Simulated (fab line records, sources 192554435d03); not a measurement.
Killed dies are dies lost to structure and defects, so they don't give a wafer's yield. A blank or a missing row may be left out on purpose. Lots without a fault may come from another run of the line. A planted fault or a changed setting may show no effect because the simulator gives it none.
Split-lot experiment | flow n5_finfet | 7 lots, 21 wafers read, on a route of 1938 steps

THE SPLIT
At N5_BEOL_M4_EXPOSE_08 (exposes mask M4), the setting dose_mj was moved away from the recipe's 41.25 on 8 of the 21 wafers read, by -5.6% to +5.4%. The other wafers ran this setting at the recipe's value.

FROM THE SPLIT TO THE READING: what the file shows between them, 12 steps
- N5_BEOL_M4_PEB_09: peb time 60 s
- N5_BEOL_M4_DEVELOP_10: develop time 30 s
- N5_BEOL_M4_CD_MEAS_11: target cd 16.79 nm
- N5_BEOL_M4_DESCUM_16: chemistry O2, time 7 s
- N5_BEOL_M4_ETCH_74: etches underlayer in N2/H2, target depth 6.5 nm, time 5.2 s
- N5_BEOL_M4_ETCH_63: etches SiARC in CF4, target depth 15.6 nm, time 26 s
- N5_BEOL_M4_ETCH_64: etches SOC in N2/H2, target depth 75 nm, overetch 22.5 nm, time 121.9 s
- N5_BEOL_M4_STRIP_65: strips in N2/H2
- N5_BEOL_M4_STRIP_75: strips in N2/H2
- N5_BEOL_M4_STRIP_66: strips in CF4
- N5_BEOL_M4_HM_OPEN_17: chemistry Cl2/BCl3, target TiN, target depth 20 nm, overetch 6 nm
- N5_BEOL_M4_STRIP_19: strips in O2

THE READING
cd_nm, in nm, at N5_BEOL_M4_CD_MEAS_18 (pitch 36 nm, target cd 18 nm). Fault-free wafers of this fab line usually give 18.0 nm, standard deviation 0.31 nm.

wafer  | tool, chamber at the split | dose_mj as run | against the recipe | cd_nm, nm | against lot-mates on the recipe
L075.3 | euv_scanner-01, 0          | 41.25          | recipe             | 18.1      | -
L075.4 | euv_scanner-01, 0          | 41.25          | recipe             | 18.0      | -
L075.5 | euv_scanner-01, 0          | 41.25          | recipe             | 17.6      | -
L077.1 | euv_scanner-01, 0          | 41.25          | recipe             | 17.6      | -
L077.3 | euv_scanner-01, 0          | 38.94          | -5.6%              | 16.4      | -1.2
L077.6 | euv_scanner-01, 0          | 38.94          | -5.6%              | 16.6      | -1.0
L084.2 | euv_scanner-01, 0          | 41.25          | recipe             | 17.8      | -
L084.5 | euv_scanner-01, 0          | 41.25          | recipe             | 17.6      | -
L084.6 | euv_scanner-01, 0          | 41.25          | recipe             | 17.8      | -
L086.1 | euv_scanner-01, 0          | 42.92          | +4.0%              | 18.7      | +1.0
L086.4 | euv_scanner-01, 0          | 42.92          | +4.0%              | 18.3      | +0.6
L086.6 | euv_scanner-01, 0          | 41.25          | recipe             | 17.7      | -
L087.3 | euv_scanner-02, 0          | 40.11          | -2.8%              | 17.3      | -1.0
L087.4 | euv_scanner-02, 0          | 41.25          | recipe             | 18.4      | -
L087.6 | euv_scanner-02, 0          | 41.25          | recipe             | 18.2      | -
L091.1 | euv_scanner-02, 0          | 41.25          | recipe             | 17.8      | -
L091.3 | euv_scanner-02, 0          | 41.25          | recipe             | 17.8      | -
L091.4 | euv_scanner-02, 0          | 43.48          | +5.4%              | 18.8      | +1.0
L097.4 | euv_scanner-01, 0          | 39.87          | -3.3%              | 17.6      | -0.1
L097.5 | euv_scanner-01, 0          | 41.25          | recipe             | 17.7      | -
L097.6 | euv_scanner-01, 0          | 39.87          | -3.3%              | 17.6      | -0.1

THE FIT
A straight line over all 21 wafers: cd_nm changes by +0.185 nm for each +1% of dose_mj; r = +0.89; the points scatter about the line by 0.27 nm.
The same after taking each lot's own level away (the mean of its wafers on the recipe; 21 wafers): +0.18 nm for each +1%; r = +0.91; scatter 0.24 nm.
On that fit, the largest move of dose_mj shifts the reading by 1 nm.
The lots' own levels span 17.60 to 18.30 nm, that is 2.3 times the standard deviation above.
So the lot-to-lot level changes the slope little: the two slopes agree.
Check: with one of the wafers moved furthest among these (-5.6%) left out of the fit, the line predicts -0.918 nm for it against its lot-mates. It came out at -1.2 nm against them.

THE WHOLE CHAIN: every reading that the file lists as answering this split, in the file's order
step                  | what it does                                                      | reading                                                               | change (the file's fit)               | r (the file's)
N5_BEOL_M4_CD_MEAS_11 | target cd 16.79 nm                                                | cd_nm                                                                 | +0.193 nm for each +1% of the setting | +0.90
N5_BEOL_M4_ETCH_74    | etches underlayer in N2/H2, target depth 6.5 nm, time 5.2 s       | BEOL_M4.cd_offset_nm (the simulator's own value, which no gauge read) | +0.19 nm for each +1% of the setting  | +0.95
N5_BEOL_M4_ETCH_63    | etches SiARC in CF4, target depth 15.6 nm, time 26 s              | BEOL_M4.cd_offset_nm (the simulator's own value, which no gauge read) | +0.17 nm for each +1% of the setting  | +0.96
N5_BEOL_M4_HM_OPEN_17 | chemistry Cl2/BCl3, target TiN, target depth 20 nm, overetch 6 nm | BEOL_M4.cd_offset_nm (the simulator's own value, which no gauge read) | +0.177 nm for each +1% of the setting | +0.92
N5_BEOL_M4_CD_MEAS_18 | pitch 36 nm, target cd 18 nm                                      | cd_nm                                                                 | +0.189 nm for each +1% of the setting | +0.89

THE FILE'S OWN FIT
cd_nm changes by +0.189 nm for each +1% of dose_mj, r = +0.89.
